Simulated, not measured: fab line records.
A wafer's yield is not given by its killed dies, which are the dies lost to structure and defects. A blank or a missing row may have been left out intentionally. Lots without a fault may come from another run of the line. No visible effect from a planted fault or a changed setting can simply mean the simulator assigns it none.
fab line records | flow n5Finfet
[record] lots = 7 wafers = 21 lastDay = 18
route steps=1938 shown BEOL_M3@953 BEOL_M4@1111 PASSIVATION@1936
lots that met no fault: taken from a fault-free run of the same line
startH: hours from the record's opening day to when the first of the lot's shown wafers began | waitH: how many hours have passed since the lot's step before this one | " the same as in the row above | L1.1+2: one row covering several wafers at once | - no value, or no start was given | * or withheld: withheld | < > ~ a bound
route shown NAME@n: NAME is a module with steps in the file, n the number in the route of the first one | usual: mean/standard deviation of fault-free wafers | same: alike in all rows | chamber/n: place in a boat | sites: the reading at each site | _std_site: the standard deviation of these | _edge_site: mean of outer sites minus mean of inner sites | radiusMm: how far each site lies from the wafer's centre | mask NAME#n: copy n | behind: the last tool/chamber to shape the wafer | hold: the reason the lot was held/the length of the hold in hours/how it ended | device: the n, p or np transistor that did not switch | end of line: the same wafers' tests at the end of the route | for a step that has no rows: nothing shown but its recipe | killed: the dies lost at the first sort to structure and to defects; this is not the yield of the wafer | map: dies across one wafer; x = killed, . = not, _ = none there
set.NAME: the setting that was run; set.NAME@STEP: the one run at that earlier step | model.NAME: the simulator's own value behind a step, which no gauge read
a sample of lots followed through the steps of the route, with each step as a table and each wafer as a row
services: a tool's chamber out of use, with start hour (startH, from the record's first day; less than 0 if before it), hours out, and reason
[[steps]]
[step N5_BEOL_M3_STRIP_66]
[recipe] chemistry = CF4 resist = SiARC powerW = 300 biasPowerW = 75 pressureMtorr = 50 cf4FlowSccm = 150 rfFrequencyHz = 6e+07
[usual] chamberPressureMTorr = 49.99/0.044 drypumpMotorCurrentA = 5.6/0.42 oesProductAu = 0.79/0.09 powerW = 300.1/0.97 rfVppV = 270.6/1.4 showerheadPlenumPTorr = 1.77/0.062 throttleValvePct = 13.45/0.26
// columns lot.wafer tool chamber startH waitH chamberPressureMTorr drypumpMotorCurrentA oesProductAu powerW rfHoursCounterH rfVppV showerheadPlenumPTorr throttleValvePct
L606.1 rieDiel-04 0 150.59 0.0 49.95 5.8 0.69 299.7 234 269.1 1.77 13.93
L606.3 " 1 " " 50.04 5.7 0.76 299.3 132 269.5 1.66 13.34
L606.5 " 0 " " 49.99 5.7 0.69 299.8 - 270.9 1.77 13.91
L610.3 rieDiel-03 3 184.83 0.0 50.01 5.7 0.68 298.9 239 271.5 1.78 13.87
L610.4 " 0 " " 49.95 6.0 0.68 300.1 240 269.9 1.76 13.53
L610.6 " 1 " " 50.11 6.3 0.69 300.7 - 272.1 1.83 14.01
L615.1 rieDiel-04 0 221.10 0.0 49.97 5.8 0.68 300.1 251 269.9 1.77 13.95
L615.3 " 2 " " 49.92 6.2 0.86 300.2 58 272.0 1.81 13.09
L615.4 " 1 " " 49.97 5.7 0.74 300.6 151 268.9 1.65 13.38
L616.2 rieDiel-01 3 221.83 0.0 50.02 5.6 0.74 299.3 164 272.0 1.87 13.53
L616.4 " 0 " " 49.98 4.9 0.91 299.6 19 271.7 1.75 13.13
L616.5 " 1 " " 49.98 5.8 0.82 298.3 - 271.2 1.75 13.31
L622.4 rieDiel-01 0 259.12 0.0 49.96 5.0 0.89 300.1 28 271.1 1.75 13.12
L622.5 " 0 " " 50.02 5.0 0.89 299.3 - 269.5 1.75 13.14
L622.6 " 1 " " 50.00 5.8 0.81 301.0 - 268.2 1.74 13.34
L625.1 rieDiel-01 2 271.23 0.0 49.92 5.2 0.74 300.8 163 269.7 1.73 13.62
L625.3 " 1 " " 50.03 5.7 0.81 297.9 104 269.5 1.74 13.36
L625.4 " 2 " " 49.93 5.2 0.75 300.8 - 268.3 1.73 13.59
L627.2 rieDiel-04 3 292.05 0.0 50.02 5.2 0.67 300.6 238 268.9 1.70 13.62
L627.3 " 1 " " 50.06 5.7 0.72 300.3 174 267.5 1.64 13.43
L627.5 " 0 " " 49.90 5.7 0.92 299.8 - 271.3 1.76 13.39
[step N5_BEOL_M3_ETCHBACK_99]
[recipe] chemistry = CHF3 target = SiO2 targetDepthA = 50 timeS = 10.4 sourceW = 215 biasW = 47 Ar_flow_sccm = 200 CHF3_flow_sccm = 12 ionEnergyEv = 100 pressureMtorr = 30
[usual] CHF3_flow_sccm = 12.00/0.034 chamberPressureMTorr = 29.999/0.027 drypumpMotorCurrentA = 5.6/0.43 oesProductAu = 0.81/0.095 rfVppV = 240/5 showerheadPlenumPTorr = 2.12/0.076 throttleValvePct = 16.91/0.2
// columns lot.wafer tool chamber startH waitH CHF3_flow_sccm chamberPressureMTorr drypumpMotorCurrentA oesProductAu rfHoursCounterH rfVppV showerheadPlenumPTorr throttleValvePct
L606.1 rieDiel-04 3 153.50 1.9 12.04 29.965 5.2 0.70 199 235 2.06 16.99
L606.3 " 0 " " 12.02 30.016 5.8 0.70 234 240 2.11 17.25
L606.5 " 1 " " 11.97 30.035 5.7 0.77 - 237 1.98 16.83
L610.3 rieDiel-01 0 191.50 5.7 11.99 30.013 4.9 0.95 8 238 2.13 16.74
L610.4 " 2 " " 11.95 30.032 5.2 0.77 - 244 2.07 16.97
L610.6 " 0 " " 11.96 29.996 5.0 0.94 - 238 2.13 16.75
L615.1 rieDiel-04 0 222.27 0.1 12.04 29.996 5.8 0.68 252 241 2.10 17.30
L615.3 " 1 " " 12.00 29.988 5.7 0.75 151 237 1.98 16.86
L615.4 " 2 " " 11.98 30.035 6.2 0.86 59 242 2.20 16.70
L616.2 rieDiel-01 1 225.88 3.1 11.93 30.023 5.8 0.83 86 233 2.10 16.85
L616.4 " 3 " " 12.01 29.988 5.6 0.74 166 245 2.25 16.98
L616.5 " 0 " " 11.97 29.933 5.0 0.90 - 238 2.13 16.77
L622.4 rieDiel-04 0 263.63 2.9 12.00 30.021 5.8 0.99 0 239 2.10 16.87
L622.5 " 2 " " 12.03 30.000 6.2 0.84 - 244 2.20 16.72
L622.6 " 1 " " 11.97 29.949 5.7 0.74 - 236 1.97 16.87
L625.1 rieDiel-01 0 277.29 4.9 11.94 30.040 5.0 0.88 33 239 2.12 16.78
L625.3 " 3 " " 11.98 30.042 5.6 0.73 185 246 2.24 17.00
L625.4 " 1 " " 11.98 30.038 5.7 0.81 106 233 2.09 16.89
L627.2 rieDiel-01 1 294.40 1.2 12.00 30.011 5.7 0.81 112 233 2.09 16.90
L627.3 " 0 " " 11.97 29.984 5.0 0.87 38 238 2.12 16.81
L627.5 " 2 " " 12.01 29.943 5.2 0.75 - 245 2.06 17.05
[step N5_BEOL_M3_ETCH_70]
[recipe] chemistry = N2/H2 target = SOC targetDepthA = 800 overetchA = 160 maskMaterial = SiARC tempC = 40 timeS = 120 ionEnergyEv = 200 pressureMtorr = 30 sourceW = 840 biasW = 150 n2FlowSccm = 200 h2FlowSccm = 200
[usual] biasW = 150.0/0.43 chamberPressureMTorr = 30.003/0.028 drypumpMotorCurrentA = 5.6/0.43 oesProductAu = 0.62/0.069 rfVppV = 522.8/2.7 showerheadPlenumPTorr = 2.51/0.091 throttleValvePct = 17.66/0.23
// columns lot.wafer tool chamber startH waitH biasW chamberPressureMTorr drypumpMotorCurrentA oesProductAu rfHoursCounterH rfVppV showerheadPlenumPTorr throttleValvePct
L606.1 rieDiel-04 3 153.53 0.0 150.4 29.987 5.2 0.54 199 520.7 2.42 17.66
L606.3 " 0 " " 150.1 29.991 5.8 0.53 234 523.0 2.51 18.16
L606.5 " 1 " " 150.3 30.052 5.7 0.58 - 519.6 2.34 17.50
L610.3 rieDiel-01 0 191.54 0.0 149.6 29.996 5.0 0.73 8 522.0 2.51 17.49
L610.4 " 2 " " 149.6 29.955 5.2 0.60 - 522.0 2.44 17.69
L610.6 " 0 " " 149.4 29.969 5.0 0.73 - 523.9 2.51 17.51
L615.1 rieDiel-04 0 222.30 0.0 - - - - - - - -
L615.3 " 1 " " - - - - - - - -
L615.4 " 2 " " - - - - - - - -
L616.2 rieDiel-01 1 225.92 0.0 - - - - - - - -
L616.4 " 3 " " - - - - - - - -
L616.5 " 0 " " - - - - - - - -
L622.4 rieDiel-04 0 263.67 0.0 150.5 30.010 5.8 0.75 0 522.6 2.50 17.78
L622.5 " 2 " " 149.9 30.026 6.2 0.64 - 524.0 2.57 17.38
L622.6 " 1 " " 150.3 30.020 5.7 0.57 - 518.3 2.32 17.56
L625.1 rieDiel-01 0 277.33 0.0 149.5 30.017 5.0 0.68 33 523.4 2.50 17.54
L625.3 " 3 " " 150.2 29.993 5.6 0.57 185 526.9 2.64 17.78
L625.4 " 1 " " 149.4 30.050 5.8 0.62 107 521.5 2.47 17.63
L627.2 rieDiel-01 1 294.44 0.0 149.8 30.018 5.8 0.61 112 519.8 2.47 17.66
L627.3 " 0 " " 149.7 30.034 4.9 0.67 38 522.9 2.50 17.56
L627.5 " 2 " " 150.1 29.989 5.2 0.58 - 521.3 2.42 17.75
[step N5_BEOL_M3_VIA_ETCH_34]
[recipe] chemistry = C4F6/O2 targetDepthA = 694 maskMaterial = SOC pressureMtorr = 15 ionEnergyEv = 250 taperDeg = 4 timeS = 65.9 sourceW = 350 biasW = 170 Ar_flow_sccm = 300 C4F6_flow_sccm = 10 O2_flow_sccm = 10
[usual] C4F6_flow_sccm = 9.995/0.026 O2_flow_sccm = 10.00/0.03 chamberPressureMTorr = 14.999/0.014 drypumpMotorCurrentA = 5.6/0.43 oesProductAu = 0.80/0.095 rfVppV = 663/13 showerheadPlenumPTorr = 2.80/0.098 throttleValvePct = 30.57/0.2
// columns lot.wafer tool chamber startH waitH C4F6_flow_sccm O2_flow_sccm chamberPressureMTorr drypumpMotorCurrentA oesProductAu rfHoursCounterH rfVppV showerheadPlenumPTorr throttleValvePct
L606.1 rieDiel-04 3 153.63 0.0 10.027 9.93 15.012 5.2 0.70 199 652 2.72 30.55
L606.3 " 0 " " 10.027 10.04 14.993 5.8 0.69 234 664 2.78 30.74
L606.5 " 1 " " 10.014 9.93 14.997 5.7 0.76 - 654 2.62 30.47
L610.3 rieDiel-01 0 191.64 0.0 9.973 10.03 14.986 4.9 0.94 8 657 2.82 30.46
L610.4 " 2 " " 9.956 10.00 14.985 5.2 0.78 - 671 2.74 30.52
L610.6 " 0 " " 10.006 10.03 14.997 4.9 0.93 - 656 2.82 30.46
L615.1 rieDiel-04 0 222.40 0.0 9.979 10.00 15.010 5.8 0.26 252 664 2.78 30.63
L615.3 " 1 " " 10.018 10.02 14.997 5.7 0.28 151 652 2.62 30.36
L615.4 " 2 " " 9.977 9.98 14.978 6.2 0.32 59 670 2.91 30.41
L616.2 rieDiel-01 1 226.02 0.0 10.068 9.97 14.993 5.8 0.31 86 647 2.77 30.47
L616.4 " 3 " " 10.003 10.00 15.013 5.6 0.28 166 679 2.96 30.51
L616.5 " 0 " " 10.009 9.99 14.991 5.0 0.34 - 658 2.81 30.36
L622.4 rieDiel-04 0 263.77 0.0 9.974 10.02 15.007 5.8 0.99 0 665 2.77 30.58
L622.5 " 2 " " 9.996 9.96 15.006 6.2 0.83 - 672 2.90 30.54
L622.6 " 1 " " 9.975 10.02 14.988 5.7 0.74 - 652 2.61 30.49
L625.1 rieDiel-01 0 277.43 0.0 10.003 9.95 15.000 5.0 0.88 33 654 2.81 30.50
L625.3 " 3 " " 10.041 10.00 14.994 5.6 0.74 185 679 2.95 30.65
L625.4 " 1 " " 10.060 9.99 14.991 5.7 0.82 107 648 2.77 30.60
L627.2 rieDiel-01 1 294.54 0.0 9.994 10.00 15.028 5.8 0.80 112 646 2.76 30.62
L627.3 " 0 " " 10.022 10.08 15.009 4.9 0.86 38 655 2.80 30.49
L627.5 " 2 " " 9.995 10.02 15.001 5.2 0.75 - 671 2.73 30.54
[step N5_BEOL_M3_TRENCH_ETCH_37]
[recipe] chemistry = C4F6/O2 targetDepthA = 555.55 target = SiOC timeS = 29.2 ionEnergyEv = 250 pressureMtorr = 30 sourceW = 355 biasW = 185 Ar_flow_sccm = 300 C4F6_flow_sccm = 10 O2_flow_sccm = 10
[usual] C4F6_flow_sccm = 10.00/0.03 O2_flow_sccm = 10.00/0.03 chamberPressureMTorr = 30.003/0.028 drypumpMotorCurrentA = 5.6/0.43 oesProductAu = 0.80/0.095 rfVppV = 663/14 showerheadPlenumPTorr = 2.81/0.098 throttleValvePct = 20.69/0.19
// columns lot.wafer tool chamber startH waitH C4F6_flow_sccm O2_flow_sccm chamberPressureMTorr drypumpMotorCurrentA oesProductAu rfHoursCounterH rfVppV showerheadPlenumPTorr throttleValvePct
L606.1 rieDiel-04 3 - - 9.97 10.00 30.005 5.2 0.70 199 651 2.72 20.76
L606.3 " 0 " " 10.07 10.03 30.025 5.8 0.70 234 664 2.79 20.99
L606.5 " 1 " " 10.05 9.95 29.997 5.7 0.77 - 651 2.63 20.58
L610.3 rieDiel-01 0 - - 9.98 9.99 30.014 4.9 0.93 8 657 2.82 20.55
L610.4 " 2 " " 10.00 10.02 30.001 5.2 0.77 - 671 2.75 20.74
L610.6 " 0 " " 10.01 10.00 30.014 4.9 0.93 - 657 2.82 20.57
L615.1 rieDiel-04 0 - - 9.98 9.99 29.965 5.7 0.68 252 664 2.78 21.02
L615.3 " 1 " " 10.03 10.04 29.987 5.6 0.75 151 653 2.62 20.59
L615.4 " 2 " " 10.01 10.01 30.004 6.2 0.85 59 671 2.91 20.50
L616.2 rieDiel-01 1 - - 10.05 10.02 29.969 5.8 0.84 86 646 2.78 20.65
L616.4 " 3 " " 9.99 10.05 29.992 5.6 0.74 166 680 2.97 20.75
L616.5 " 0 " " 10.00 9.98 30.024 5.0 0.90 - 657 2.82 20.57
L622.4 rieDiel-04 0 - - 9.99 9.99 29.997 5.8 0.99 0 662 2.78 20.67
L622.5 " 2 " " 10.07 9.99 30.015 6.2 0.83 - 670 2.90 20.53
L622.6 " 1 " " 9.94 10.02 30.018 5.7 0.74 - 651 2.61 20.62
L625.1 rieDiel-01 0 - - 9.96 9.96 30.000 5.0 0.89 33 656 2.81 20.62
L625.3 " 3 " " 9.99 10.01 30.033 5.6 0.73 185 679 2.96 20.78
L625.4 " 1 " " 9.98 9.96 29.987 5.8 0.81 107 645 2.77 20.68
L627.2 rieDiel-01 1 - - 10.05 10.02 30.014 5.8 0.80 112 646 2.77 20.68
L627.3 " 0 " " 10.00 10.00 30.008 5.0 0.87 38 657 2.81 20.62
L627.5 " 2 " " 10.00 10.05 30.001 5.2 0.76 - 669 2.73 20.78
[step N5_BEOL_M4_RC_MEAS_101]
[usual] DIBL_N = 36.5/1.4 DIBL_P = 36.6/1.9 IOFF_N = 0.167/0.029 IOFF_P = 0.21/0.033 ION_N = 674/12 ION_P = 460/8.9 SS_N = 71.6/0.57 SS_P = 73.4/0.61 VT_N = 249/3.3 VT_P = -250/3.3
// columns lot.wafer tool chamber startH waitH DIBL_N[mV/V] DIBL_P[mV/V] IOFF_N[nA/um] IOFF_P[nA/um] ION_N[uA/um] ION_P[uA/um] SS_N[mV/dec] SS_P[mV/dec] VT_N[mV] VT_P[mV]
L606.1 prober-02 0 178.37 0.0 36.0 36.0 0.160 0.20 664 454 71.5 73.9 250 -252
L606.3 " 0 " " 34.5 33.9 0.134 0.18 657 450 71.3 73.7 252 -256
L606.5 " 0 " " 38.5 39.2 0.214 0.26 674 459 72.6 74.7 244 -247
L610.3 prober-01 0 204.07 0.3 37.1 38.5 0.212 0.25 682 468 72.3 73.9 246 -248
L610.4 " 0 " " 35.5 35.8 0.180 0.21 694 470 72.4 72.8 246 -249
L610.6 " 0 " " 35.7 36.4 0.170 0.21 678 462 72.6 73.1 248 -249
L622.4 prober-01 0 289.69 0.5 37.9 38.4 0.174 0.24 668 462 72.1 73.4 248 -251
L622.5 " 0 " " 39.4 41.1 0.228 0.29 703 481 71.8 74.9 245 -247
L622.6 " 0 " " 38.6 38.5 0.181 0.23 658 452 71.8 73.6 250 -251
L625.1 prober-02 0 295.18 0.0 34.0 34.6 0.139 0.20 679 465 71.0 72.8 250 -249
L625.3 " 0 " " 36.4 37.1 0.179 0.24 669 466 72.0 73.6 247 -243
L625.4 " 0 " " 36.2 37.3 0.174 0.25 674 467 71.8 73.0 248 -245
L627.2 prober-01 0 308.71 0.2 35.2 34.8 0.133 0.19 649 452 72.1 72.1 252 -252
L627.3 " 0 " " 35.4 35.0 0.141 0.20 670 462 71.4 72.8 250 -251
L627.5 " 0 " " 36.6 36.5 0.165 0.21 663 447 72.4 71.9 249 -251
[step N5_PASSIVATION_PROBE_49]
[usual] defectLimitedYield = 91.2/1.6 killed_at_M0_to_M3 = 34/11 killed_at_M4_up = 14/5.7 killedAtContacts = 14/6.6 killedAtFrontEnd = 37/10 killedAtOther = 4/3.2 killedDies = 104/19 killedOnRim = 14/4.1 killedOpen = 69/13 killedShort = 33/8.7 sort_bin_5_function = 5.1/1 sort_bin_6_memory = 3.3/0.76 sortNPass = 1076/19 sortYieldPct = 91.2/1.6
[same] grossDies = 1180 killedAtBackSide = 0 sort_bin_4_leakage[%] = 0 sort_bin_8_speed[%] = 0
// columns lot.wafer tool chamber startH waitH defectLimitedYield[%] killed_at_M0_to_M3 killed_at_M4_up killedAtContacts killedAtFrontEnd killedAtOther killedDies killedOnRim killedOpen killedShort sort_bin_5_function[%] sort_bin_6_memory[%] sortNPass sortYieldPct[%]
L615.1 prober-01 - 331.48 0.0 0 1136 9 13 17 5 1180 152 48 21 97.0 2.7 0 0
L615.3 prober-01 - 331.58 0.1 0 1107 26 13 30 4 1180 152 80 26 96.2 3.5 0 0
L615.4 prober-01 - 331.63 0.2 0 1106 21 22 25 6 1180 152 75 31 96.3 3.5 0 0
L616.2 prober-02 - 343.87 0.1 0 1115 17 8 39 1 1180 152 72 28 97.4 2.5 0 0
L616.4 prober-02 - 343.97 0.2 0 1129 17 5 26 3 1180 152 63 19 96.9 3.0 0 0
L616.5 prober-02 - 344.02 0.2 0 1112 11 16 38 3 1180 152 65 24 97.0 2.7 0 0
// killed by level:class
L615.1 BEOL_M3:areaEtch=1109 MOL_CONTACT_COAG:geometricParticle:open=10 BEOL_M1:geometricParticle:open=7 GATE_CUT:geometricParticle:short=6 BEOL_M0:geometricParticle:open=4 BEOL_M2:geometricParticle:open=4 BEOL_M3:geometricParticle:open=4 STI_FIN_REVEAL:geometricParticle:open=3
L615.3 BEOL_M3:areaEtch=1071 BEOL_M4:geometricParticle:open=14 MOL_CONTACT_COAG:geometricParticle:open=11 DUMMY_GATE:geometricParticle:open=8 BEOL_M0_SAQP:geometricParticle:short=8 BEOL_M0_SAQP:geometricParticle:open=7 BEOL_M2:geometricParticle:open=6 STI_FIN_REVEAL:geometricParticle:open=5
L615.4 BEOL_M3:areaEtch=1071 MOL_CONTACT_COAG:geometricParticle:open=14 BEOL_M4:geometricParticle:open=10 BEOL_M1:geometricParticle:open=9 BEOL_M0_SAQP:geometricParticle:short=8 FIN_SAQP:geometricParticle:open=7 MOL_CONTACT_COAG:geometricParticle:short=6 BEOL_M0_SAQP:geometricParticle:open=5
L616.2 BEOL_M3:areaEtch=1078 BEOL_M0_SAQP:geometricParticle:open=12 FIN_SAQP:geometricParticle:open=7 BEOL_M2:geometricParticle:open=7 ILD0:geometricParticle:open=6 MOL_CONTACT_COAG:geometricParticle:open=6 DUMMY_GATE:geometricParticle:open=5 FIN_SAQP:geometricParticle:short=4
L616.4 BEOL_M3:areaEtch=1095 BEOL_M2:geometricParticle:open=13 BEOL_M4:geometricParticle:open=9 BEOL_M1:geometricParticle:open=7 DUMMY_GATE:geometricParticle:open=6 FIN_SAQP:geometricParticle:short=5 FIN_SAQP:geometricParticle:open=4 MOL_CONTACT_COAG:geometricParticle:open=4
L616.5 BEOL_M3:areaEtch=1089 MOL_CONTACT_COAG:geometricParticle:open=13 DUMMY_GATE:geometricParticle:open=12 STI_FIN_REVEAL:geometricParticle:open=8 BEOL_M2:geometricParticle:open=8 BEOL_M1:geometricParticle:open=6 BEOL_M0_SAQP:geometricParticle:short=5 ILD0:geometricParticle:open=4
[[services]]
// columns tool chamber startH hours kind
rieDiel-04 1 136.39 8.7 repair
rieDiel-03 2 142.38 - clean
rieDiel-03 2 142.38 - consumableReplace:focusRing
rieDiel-03 2 142.38 20.4 scheduledDown
rieDiel-03 2 142.38 20.4 ventCycle
rieDiel-01 0 144.02 - clean
rieDiel-01 0 144.02 - consumableReplace:focusRing
rieDiel-01 0 144.02 16.1 scheduledDown
rieDiel-01 0 144.02 16.1 ventCycle
rieDiel-01 1 186.61 6.5 repair
rieDiel-04 3 198.65 1.7 repair
rieDiel-03 1 213.86 - clean
rieDiel-03 1 213.86 - consumableReplace:focusRing
rieDiel-03 1 213.86 20.2 scheduledDown
rieDiel-03 1 213.86 20.2 ventCycle
rieDiel-01 1 218.33 2.2 repair
rieDiel-04 0 235.68 - clean
rieDiel-04 0 235.68 - consumableReplace:focusRing
rieDiel-04 0 235.68 26.3 scheduledDown
rieDiel-04 0 235.68 26.3 ventCycle
rieDiel-04 - 237.68 2.8 pm
rieDiel-01 0 254.85 1.3 repair
rieDiel-01 0 269.55 3.6 repair
rieDiel-04 - 288.48 2.1 repair
[[key]]
[firstSign] step = N5_BEOL_M3_ETCH_70 reading = toolRecord direction = missing
[effect] step = N5_BEOL_M3_VIA_ETCH_34 reading = oesProductAu direction = down sigmas = 5.3 usual = 0.80 struck = 0.30
[effect] step = N5_PASSIVATION_PROBE_49 reading = killed_at_M0_to_M3 direction = up sigmas = 99+ usual = 34 struck = 1118
[moreKillsBornAt] N5_BEOL_M3_ETCH_70@rieDiel-01 = 3262 N5_BEOL_M3_ETCH_70@rieDiel-04 = 3251
metAt N5_BEOL_M3_ETCH_70
struckLots L615,L616
laterRowsLeftOut L615.1,L615.3,L615.4,L616.2,L616.4,L616.5
notActingAt N5_BEOL_M3_STRIP_66,N5_BEOL_M3_ETCHBACK_99,N5_BEOL_M3_TRENCH_ETCH_37
onsetBetween 191.54 222.30
[fault] kind = skippedStepWhole tool = rieDiel-01,rieDiel-04 chamber = - onsetH = 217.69 steps = N5_BEOL_M3_ETCH_70 scope = struckLotsOnly
// laterRowsLeftOut: the simulator's readings of these wafers behind a module that went badly wrong aren't trusted and aren't shown, but for the sort
